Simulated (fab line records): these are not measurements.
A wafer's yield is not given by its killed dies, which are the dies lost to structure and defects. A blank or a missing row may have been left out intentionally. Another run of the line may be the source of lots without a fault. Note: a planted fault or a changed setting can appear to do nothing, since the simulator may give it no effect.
Matching of chambers | flow n5-finfet | N5_SDB_CUT_ETCH_26 on rie-si-05: 4 sister chambers
The step etches Si in HBr/Cl2/O2, target depth 129.6 nm, bt time 20 s, time 51.8 s. 4 wafers are shown with their chamber, then 10 later ones without.

== WAFERS, EACH WITH ITS CHAMBER ==
wafer  | chamber | drypump-motor-current-A (A)
L080.4 | 3       | 6.7
L087.2 | 0       | 5.2
L088.1 | 1       | 5.9
L088.3 | 2       | 6.2

== WAFERS MISSING THEIR CHAMBER ==
wafer  | drypump-motor-current-A (A)
L088.5 | 6.8
L090.1 | 6.8
L090.2 | 5.2
L090.4 | 6.2
L091.2 | 5.3
L091.4 | 6.2
L091.5 | 5.3
L094.2 | 5.2
L094.3 | 5.8
L094.4 | 6.2

== WHICH CHAMBER EACH ONE RAN IN ==
wafer  | from the rows above | in truth
L088.5 | 3                   | 3
L090.1 | 3                   | 3
L090.2 | 0                   | 0
L090.4 | 2                   | 2
L091.2 | 0                   | 0
L091.4 | 2                   | 2
L091.5 | 0                   | 0
L094.2 | 0                   | 0
L094.3 | 1                   | 1
L094.4 | 2                   | 2
10 of 10 placed correctly. From these rows, 0 cannot be placed. Wrongly placed: 0.
How it was worked out, from the rows above alone: a wafer's distance from a chamber is the root of the sum, over the readings, of the square of ((its reading less the chamber's mean) divided by the reading's scatter). If the next closest chamber is less than 2 further off than the closest, the wafer can't be placed; otherwise it belongs to the closest. For every chamber, the mean is computed from those of its wafers that are shown. The scatter: with one shown wafer a chamber, the root of the mean of the squares of how far each hidden wafer lies from its nearest shown one.
